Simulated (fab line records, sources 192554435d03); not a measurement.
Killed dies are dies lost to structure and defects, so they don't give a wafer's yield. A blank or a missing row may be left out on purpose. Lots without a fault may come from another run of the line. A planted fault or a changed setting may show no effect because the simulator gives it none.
Which tool did it? | flow n5_finfet | 11 lots, 29 wafers sampled, at 3 steps of a route of 1938

WHAT THE GAUGES READ, wafer by wafer
N5_BEOL_M4_RC_MEAS_101.
lot  | measured     | on        | EOT_P
L383 | day 7 13:00  | prober-02 | 10.48 10.55
L384 | day 7 15:59  | prober-02 | 10.49 10.43 10.54
L385 | day 7 19:15  | prober-02 | 10.50 10.51
L388 | day 8 20:27  | prober-01 | 10.36 10.49 10.57
L389 | day 9 00:52  | prober-01 | 10.63 10.61 10.46
L390 | day 9 13:11  | prober-01 | 10.51 10.61
L394 | day 10 06:25 | prober-01 | 10.60 10.45 13.13
L396 | day 10 20:37 | prober-01 | 10.57 10.45
L400 | day 11 13:49 | prober-02 | 10.65 10.43 10.66
L401 | day 11 21:50 | prober-01 | 10.59 10.49 10.50
L403 | day 12 09:29 | prober-01 | 10.34 10.25 10.31

WHICH TOOL RAN EACH LOT (tool, then ch and the chambers of the sampled wafers, then the start)
lot  | N5_DUMMY_REMOVAL_PRECLEAN_08       | N5_BEOL_M4_SPUTTER_81
L383 | remote_plasma-01 ch 0, day 3 23:08 | pvd_sputter-02, day 7 10:24
L384 | remote_plasma-02 ch 1, day 4 03:29 | pvd_sputter-01, day 7 13:14
L385 | remote_plasma-02 ch 0, day 4 08:31 | pvd_sputter-01, day 7 16:41
L388 | remote_plasma-02 ch 0, day 5 04:18 | pvd_sputter-02, day 8 17:12
L389 | remote_plasma-02 ch 1, day 5 10:37 | pvd_sputter-01, day 8 22:23
L390 | remote_plasma-01 ch 1, day 5 18:09 | pvd_sputter-02, day 9 10:16
L394 | remote_plasma-01 ch 0, day 6 18:01 | pvd_sputter-01, day 10 03:50
L396 | remote_plasma-02 ch 0, day 7 04:14 | pvd_sputter-03, day 10 17:53
L400 | remote_plasma-02 ch 1, day 8 02:47 | pvd_sputter-02, day 11 11:23
L401 | remote_plasma-02 ch 1, day 8 09:49 | pvd_sputter-02, day 11 19:15
L403 | remote_plasma-02 ch 0, day 8 21:35 | pvd_sputter-02, day 12 06:47
- N5_DUMMY_REMOVAL_PRECLEAN_08: cleans in NF3:NH3, afs cycles 2, time 20 s, sublimation time 60 s.
- N5_BEOL_M4_SPUTTER_81: material Cu, target thk 4.5 nm, time 8.29 s.

THE ANSWER, worked out from the rows above alone
Rule: what is usual is taken from the lots themselves. Put in order of their means at a reading, lots are off if they are a third of the lots or fewer, leave a main group of 4 or more, and stand apart from it by a gap of 3 or more times the standard deviation of the main group's means; of several such gaps the widest counts. A main group whose means are all the same, to the digits that the tables above print for the reading, isn't used. A lot without any number at a reading at which 4 lots or more have one is off too. The other lots that the step has rows for count as sound.
Off: L394, at N5_BEOL_M4_RC_MEAS_101 (EOT_P). The main group: mean 10.50, standard deviation 0.075.
A tool fits if, at a process step before that reading, it ran every lot that is off, and no sound lot after the first of them. The gauges at N5_BEOL_M4_RC_MEAS_101 are tried like those tools. Can't be told from this: 2 tools fit, remote_plasma-01 at N5_DUMMY_REMOVAL_PRECLEAN_08, pvd_sputter-01 at N5_BEOL_M4_SPUTTER_81.

WHAT THE SIMULATOR HAD PUT IN
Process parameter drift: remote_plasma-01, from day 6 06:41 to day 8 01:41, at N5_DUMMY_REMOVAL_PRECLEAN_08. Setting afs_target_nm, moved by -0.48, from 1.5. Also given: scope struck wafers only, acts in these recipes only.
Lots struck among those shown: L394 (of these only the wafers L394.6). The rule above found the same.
